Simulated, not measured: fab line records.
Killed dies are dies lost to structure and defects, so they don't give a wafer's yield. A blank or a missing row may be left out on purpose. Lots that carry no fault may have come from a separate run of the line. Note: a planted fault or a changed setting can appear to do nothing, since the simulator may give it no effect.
Comparing a struck lot with a sound one | flow n5_finfet | 13 steps out of a route of 1938
Sound: the wafers L528.1, L528.4, L528.6. Wafers struck: L527.1, L527.2, L527.4. The cause comes at the end.
Per side, at each step with rows, come the tool, then ch with its chambers, and then its first start. Under that, the readings that differ: sound wafers | struck wafers | difference of the means | sigmas: that difference in standard deviations of wafers without a fault.
alike: readings with means less than 2 such deviations apart, plus words and numbers identical on both sides. not compared: withheld readings, readings lacking a value on some wafer, bounds such as >300 that could conceal the same value, and numbers that have no deviation in the record and whose values overlap.
The two part at a step that has a row with sigmas, a row that says differs or no value, or rows on one side only. Non-overlapping numbers with no deviation appear without sigmas and do not part them. A reading missing from all wafers of one side parts the sides only when that side holds two or more wafers.

N5_GATE_CUT_CMP_23: polishes, stops on SiO2, t overpolish 23.4 s, target thk 16 nm.
  sound on cmp-03 ch 1,3, day 9 13:38; struck on cmp-02 ch 0,1,3, day 9 12:11
  alike: motor_current_A, overpolish_run_s, slurry_filter_dp_kPa, time_to_endpoint_s
N5_GATE_CUT_THK_MEAS_24:
  sound on film_metro-02 at day 9 13:53; struck on film_metro-02 at day 9 12:29
  alike: GC_FILL_THK
N5_GATE_CUT_CMP_43: polishes SiO2.
  sound on cmp-01 ch 0,2,3, day 9 13:55; struck on cmp-01 ch 0,1,2, day 9 12:35
  alike: motor_current_A, slurry_filter_dp_kPa
N5_GATE_CUT_CMP_61: polishes, stops on SiNx, t overpolish 3 s.
  sound on cmp-01 ch 0,2,3, day 9 14:24; struck on cmp-01 ch 0,1,2, day 9 13:01
  alike: motor_current_A, slurry_filter_dp_kPa
N5_GATE_CUT_INSPECT_26: inspects for defects (darkfield).
  sound on defect_inspect-01 at day 9 14:38; struck on defect_inspect-02 at day 9 13:13
  alike: raw_defect_count
then, 6 steps without rows for these wafers: N5_MOL_CONTACT_COAG_COAT_103 (time 60 s, resist thk 80 nm); N5_MOL_CONTACT_COAG_COAT_104 (time 60 s, resist thk 12 nm); N5_MOL_CONTACT_COAG_COAT_58 (time 60 s, resist thk 10 nm); N5_MOL_CONTACT_COAG_COAT_02 (resist thk 30 nm); N5_MOL_CONTACT_COAG_EBR_04; N5_MOL_CONTACT_COAG_SOFTBAKE_03 (time 60 s).
N5_MOL_CONTACT_COAG_EXPOSE_05: exposes mask CA, defocus 0 nm.
  struck on euv_scanner-01, day 9 13:23; sound on euv_scanner-01 ch 0, day 9 14:49
  no value came back on the struck wafers for exposure_dose_mJ_cm2, focus_offset_nm (nm); on the sound wafers exposure_dose_mJ_cm2 reads 38.21 38.23 38.20
  alike: mask
then, 1 step without rows for these wafers: N5_MOL_CONTACT_COAG_PEB_06 (peb time 60 s).

WHERE THEY PART
Only at N5_MOL_CONTACT_COAG_EXPOSE_05, as far as this record shows.

WHY: what the simulator had put in
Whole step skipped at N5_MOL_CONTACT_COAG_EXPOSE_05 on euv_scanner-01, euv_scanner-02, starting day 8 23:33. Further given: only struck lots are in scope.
